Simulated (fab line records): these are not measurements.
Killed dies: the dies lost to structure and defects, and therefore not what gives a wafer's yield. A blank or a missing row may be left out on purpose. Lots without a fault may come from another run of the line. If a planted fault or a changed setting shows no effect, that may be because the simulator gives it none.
Chamber matching + flow nand harc + NHARC_A_CHANNEL_FILL_D1_ALD_02 on ald hk-04: 4 sister chambers
The step deposits SiO2, target thk 6 nm, pulse time 10 s, ald cycles 60. 18 wafers are shown with their chamber, then 9 later ones without.

WAFERS PAIRED WITH THEIR CHAMBERS
| wafer  | chamber | heater power w (W) | precursor pulse height rel |
|--------|---------|--------------------|----------------------------|
| L078.1 | 0       | 440                | 0.998                      |
| L078.3 | 1       | 406                | 0.992                      |
| L078.6 | 2       | 403                | 0.963                      |
| L079.1 | 0       | 446                | 0.984                      |
| L079.3 | 1       | 402                | 0.978                      |
| L079.5 | 1       | 407                | 0.972                      |
| L081.2 | 2       | 408                | 0.988                      |
| L081.3 | 1       | 410                | 1.008                      |
| L081.4 | 0       | 446                | 0.983                      |
| L082.1 | 2       | 400                | 1.041                      |
| L082.2 | 3       | 449                | 1.001                      |
| L082.4 | 0       | 445                | 1.001                      |
| L084.3 | 0       | 446                | 1.009                      |
| L084.4 | 1       | 394                | 0.988                      |
| L084.5 | 3       | 450                | 0.977                      |
| L090.2 | 1       | 408                | 1.012                      |
| L090.4 | 0       | 442                | 0.999                      |
| L090.6 | 1       | 409                | 1.000                      |

SIGNATURES (averages over the wafers above)
| reading                    | chamber 0 | chamber 1 | chamber 2 | chamber 3 | scatter within a chamber |
|----------------------------|-----------|-----------|-----------|-----------|--------------------------|
| heater power w             | 444.17    | 405.14    | 403.67    | 449.50    | 4.23                     |
| precursor pulse height rel | 0.99567   | 0.99286   | 0.99733   | 0.98900   | 0.0195                   |
Rule: distance of a wafer from a chamber = root of the sum over the readings of ((wafer's reading minus chamber's mean) / reading's scatter) squared. If the next closest chamber is less than 2 further off than the closest, the wafer can't be placed; otherwise it belongs to the closest. The scatter is the square root of a quotient: the sum, over the shown wafers, of each reading's squared deviation from its chamber's mean, divided by wafers minus chambers.

WAFERS WITH NO CHAMBER GIVEN
| wafer  | heater power w (W) | precursor pulse height rel |
|--------|--------------------|----------------------------|
| L092.2 | 408                | 1.015                      |
| L092.3 | 454                | 0.971                      |
| L092.6 | 414                | 1.008                      |
| L093.1 | 397                | 1.001                      |
| L093.3 | 437                | 1.029                      |
| L093.5 | 442                | 1.019                      |
| L094.2 | 412                | 0.992                      |
| L094.4 | 411                | 0.987                      |
| L094.6 | 437                | 0.998                      |

WHICH CHAMBER EACH WENT THROUGH
| wafer  | from the rows above     | in truth |
|--------|-------------------------|----------|
| L092.2 | can't be placed: 1 or 2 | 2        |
| L092.3 | can't be placed: 3 or 0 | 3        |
| L092.6 | can't be placed: 1 or 2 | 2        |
| L093.1 | can't be placed: 2 or 1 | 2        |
| L093.3 | can't be placed: 0 or 3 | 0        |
| L093.5 | can't be placed: 0 or 3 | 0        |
| L094.2 | can't be placed: 1 or 2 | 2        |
| L094.4 | can't be placed: 1 or 2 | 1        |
| L094.6 | can't be placed: 0 or 3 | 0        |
Correctly placed: 0 of 9. These rows do not allow placing 9 (true chamber among the candidates in 9). 0 placed wrongly.
